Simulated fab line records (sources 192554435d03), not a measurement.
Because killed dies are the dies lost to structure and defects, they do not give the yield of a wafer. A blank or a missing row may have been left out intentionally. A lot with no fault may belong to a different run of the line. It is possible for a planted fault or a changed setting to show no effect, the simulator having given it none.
Lot-split experiment -- flow n5Finfet -- route with 1938 steps; 7 lots, 21 wafers read

== THE SPLIT ITSELF ==
At N5_BEOL_M6_TRENCH_ETCH_37 (etches SiCOH lowk in C4F6/O2, target depth 94.435 nm, time 31.5 s), the setting timeS was moved away from the recipe's 31.5 s on 8 of the 21 wafers read, by -17.9% to +21.7%. The other wafers ran this setting at the recipe's value.

== FROM THE SPLIT TO THE READING: what the file shows between them, 11 steps ==
- N5_BEOL_M6_ETCH_41: etches SiCN in CH3F/O2, target depth 29.7 nm, time 52 s
- N5_BEOL_M6_STRIP_80: strips in N2/H2, time 10 s
- N5_BEOL_M6_OCD_MEAS_38
- N5_BEOL_M6_HM_STRIP_39: strips TiN in peroxide tin strip, target depth 25 nm, time 158 s
- N5_BEOL_M6_SRD_40: time 30 s
- N5_BEOL_M6_ECD_50: material Cu, target thk 300 nm
- N5_BEOL_M6_ANNEAL_51: time 90 s
- N5_BEOL_M6_CMP_52: polishes, stops on SiCOH lowk, t overpolish 6.9 s, target thk 80 nm
- N5_BEOL_M6_THK_MEAS_53: measures by xrf
- N5_BEOL_M6_PRE_CLEAN_55: time 15 s
- N5_BEOL_M6_DEP_56: deposits SiCN from 3MS/NH3, target thk 10 nm, time 17.5 s

== THE READING ==
M6_RS, in ohm/sq, at N5_BEOL_M6_RS_MEAS_57 (measures by four-point-probe). On this fab line, fault-free wafers typically give 0.287 ohm/sq with a standard deviation of 0.0067 ohm/sq.

wafer,"tool, chamber at the split","timeS as run, s",against the recipe,"M6_RS, ohm/sq",against lot-mates on the recipe
L080.1,"rieDiel-03, 0",31.5,recipe,0.284,-
L080.3,"rieDiel-03, 1",31.5,recipe,0.279,-
L080.6,"rieDiel-03, 0",38.32,+21.7%,0.217,-0.064
L081.1,"rieDiel-04, 2",31.5,recipe,0.298,-
L081.4,"rieDiel-04, 1",38.08,+20.9%,0.226,-0.064
L081.6,"rieDiel-04, 3",31.5,recipe,0.283,-
L083.4,"rieDiel-04, 3",29.34,-6.9%,0.309,+0.020
L083.5,"rieDiel-04, 1",29.34,-6.9%,0.316,+0.027
L083.6,"rieDiel-04, 2",31.5,recipe,0.289,-
L082.2,"rieDiel-04, 2",25.86,-17.9%,0.378,+0.091
L082.4,"rieDiel-04, 1",31.5,recipe,0.287,-
L082.5,"rieDiel-04, 2",25.86,-17.9%,0.377,+0.090
L089.2,"rieDiel-01, 2",31.5,recipe,0.299,-
L089.3,"rieDiel-01, 3",34.67,+10.1%,0.249,-0.050
L089.4,"rieDiel-01, 0",34.67,+10.1%,0.249,-0.050
L093.1,"rieDiel-01, 2",31.5,recipe,0.301,-
L093.4,"rieDiel-01, 0",31.5,recipe,0.290,-
L093.5,"rieDiel-01, 1",31.5,recipe,0.290,-
L094.2,"rieDiel-03, 3",31.5,recipe,0.282,-
L094.3,"rieDiel-03, 0",31.5,recipe,0.287,-
L094.6,"rieDiel-03, 1",31.5,recipe,0.292,-

THE FIT
A straight line over all 21 wafers: M6_RS changes by -0.00391 ohm/sq for each +1% of timeS; r = -0.97; the points scatter about the line by 0.0092 ohm/sq.
The same after taking each lot's own level away (the mean of its wafers on the recipe; 21 wafers): -0.00399 ohm/sq for each +1%; r = -0.97; scatter 0.01 ohm/sq.
On that fit, the largest move of timeS shifts the reading by 0.086 ohm/sq.
Measured against the standard deviation above, the lots' own levels, which go from 0.2815 to 0.2990 ohm/sq, span 2.6 times it.
The two slopes agree, so the slope changes little with the lot-to-lot level.
Check: with one of the wafers moved furthest among these (+21.7%) left out of the fit, the line predicts -0.0917 ohm/sq for it against its lot-mates. It came out at -0.0645 ohm/sq against them.

== THE OTHER SPLITS THESE WAFERS WENT THROUGH ==
These wafers also went through other splits before the reading. Each is held against what the fit with the lots' levels taken away leaves over:
other split on the same wafers,wafers away from the commonest value,r with M6_RS (lot level and that fit taken away)
N5_BEOL_M5_TRENCH_ETCH_37 biasW,5,+0.12

== THE WHOLE CHAIN: every reading that the file lists as answering this split, in the file's order ==
step,what it does,reading,change (the file's fit),r (the file's)
N5_BEOL_M6_TRENCH_ETCH_37,"etches SiCOH lowk in C4F6/O2, target depth 94.435 nm, time 31.5 s","etch.depthNm (the simulator's own value, which no gauge read)",+0.903 nm for each +1% of the setting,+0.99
N5_BEOL_M6_TRENCH_ETCH_37,"etches SiCOH lowk in C4F6/O2, target depth 94.435 nm, time 31.5 s","BEOL_M6.featureDepthNm (the simulator's own value, which no gauge read)",+0.904 nm for each +1% of the setting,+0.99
N5_BEOL_M6_TRENCH_ETCH_37,"etches SiCOH lowk in C4F6/O2, target depth 94.435 nm, time 31.5 s","TiN_of_BEOL_M6_HM_DEP_02.thkNm (the simulator's own value, which no gauge read)",-0.0316 nm for each +1% of the setting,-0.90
N5_BEOL_M6_OCD_MEAS_38,,trenchDepthNm,+0.899 nm for each +1% of the setting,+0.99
N5_BEOL_M6_CMP_52,"polishes, stops on SiCOH lowk, t overpolish 6.9 s, target thk 80 nm","Cu_of_BEOL_M6_ECD_50.thkNm (the simulator's own value, which no gauge read)",+0.944 nm for each +1% of the setting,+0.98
N5_BEOL_M6_THK_MEAS_53,measures by xrf,M6_THK,+0.961 for each +1% of the setting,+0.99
N5_BEOL_M6_RS_MEAS_57,measures by four-point-probe,M6_RS,-0.00366 for each +1% of the setting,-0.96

== FILE'S OWN FIT ==
M6_RS changes by -0.00366 ohm/sq for each +1% of timeS, r = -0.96.
